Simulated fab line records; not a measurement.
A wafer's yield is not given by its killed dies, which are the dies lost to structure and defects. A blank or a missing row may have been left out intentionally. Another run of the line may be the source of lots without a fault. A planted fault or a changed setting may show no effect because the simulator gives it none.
A struck lot beside a sound one + flow nand_harc + 15 out of 1302 route steps
Sound: these wafers, L312.1, L312.4, L312.5. Wafers struck: L326.1, L326.4, L326.6. At the end, the cause is stated.
For every step that has rows: the tool of each side, followed by ch and its chambers, followed by its first start. Under that, the readings that differ: sound wafers + struck wafers + difference of the means + sigmas: that difference in standard deviations of wafers without a fault.
alike: same words and numbers on both sides, and readings whose means sit less than 2 such deviations apart. not compared: any withheld reading, any reading some wafer has no value for, any bound like >300 that may hide the same value, and any number with overlapping values for which the record gives no deviation.
A row with sigmas, a row that says differs or no value, or rows on one side alone: a step with any of these is where the two part. Non-overlapping numbers with no deviation appear without sigmas and do not part them. Lack of a reading on every wafer of one side parts them only where that side has two or more wafers.

NHARC_A_STAIRCASE_DESCUM_168: chemistry O2, time 3 s.
  sound on rie_diel-08 ch 0,1, day 19 13:28; struck on rie_diel-05 ch 0,1,2, day 25 23:28
  alike: drypump_motor_current_A, oes_product_au, rf_vpp_V, showerhead_plenum_p_Torr, throttle_valve_pct
  not compared: rf_hours_counter_h
NHARC_A_STAIRCASE_ETCH_169: etches the open film in CH3F/O2, target depth 50 nm, time 107.1 s.
  sound on rie_diel-08 ch 2,3, day 19 13:34; struck on rie_diel-05 ch 0,1, day 25 23:34
  alike: drypump_motor_current_A, oes_product_au, rf_vpp_V, showerhead_plenum_p_Torr, throttle_valve_pct
  not compared: rf_hours_counter_h
NHARC_A_STAIRCASE_ETCH_170: etches the open film in C4F6/O2, target depth 200 nm, time 66.667 s.
  sound on rie_diel-08 ch 0,2; struck on rie_diel-05 ch 2,3
  alike: drypump_motor_current_A, oes_product_au, rf_vpp_V, showerhead_plenum_p_Torr, throttle_valve_pct
  not compared: rf_hours_counter_h
NHARC_A_STAIRCASE_STRIP_171: strips in O2.
  sound on plasma_asher-02 ch 0,1, day 19 13:49; struck on plasma_asher-01 ch 0,1, day 25 23:50
  alike: drypump_motor_current_A, heater_power_w
  not compared: rf_hours_counter_h
then, 8 steps without rows for these wafers: NHARC_A_STAIRCASE_STRIP_172 (strips in SPM, time 900 s); NHARC_A_STAIRCASE_PRECLEAN_173 (cleans in SC1); NHARC_A_STAIRCASE_SRD_174; NHARC_A_STAIRCASE_DEHYDRATE_01 (time 120 s); NHARC_A_STAIRCASE_HMDS_02 (time 30 s); NHARC_A_STAIRCASE_COAT_03; NHARC_A_STAIRCASE_SOFTBAKE_04 (time 170 s); NHARC_A_STAIRCASE_EBR_05.
NHARC_A_STAIRCASE_EXPOSE_06: exposes mask STAIR.
  sound on krf_scanner-04 ch 0, day 19 14:57; struck on krf_scanner-01 ch 0, day 26 00:48
| reading              | sound                | struck               | difference | sigmas      |
|----------------------|----------------------|----------------------|------------|-------------|
| exposure_dose_mJ_cm2 | 25.417 25.409 25.427 | 21.631 21.647 21.629 | -3.782     | -99 or more |
  alike: mask
then, 1 step without rows for these wafers: NHARC_A_STAIRCASE_PEB_07 (peb time 130 s).
NHARC_END_SORT_01:
  the record has rows for the sound wafers here (prober-02 ch 0, day 28 02:31) and none for the struck ones

WHERE THEY PART
Last at NHARC_END_SORT_01 as far as this record goes, first at NHARC_A_STAIRCASE_EXPOSE_06.

WHY: the cause the simulator had injected
Process parameters drifting: krf_scanner-01 at NHARC_A_STAIRCASE_EXPOSE_06, beginning at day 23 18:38. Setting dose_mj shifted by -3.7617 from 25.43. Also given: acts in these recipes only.
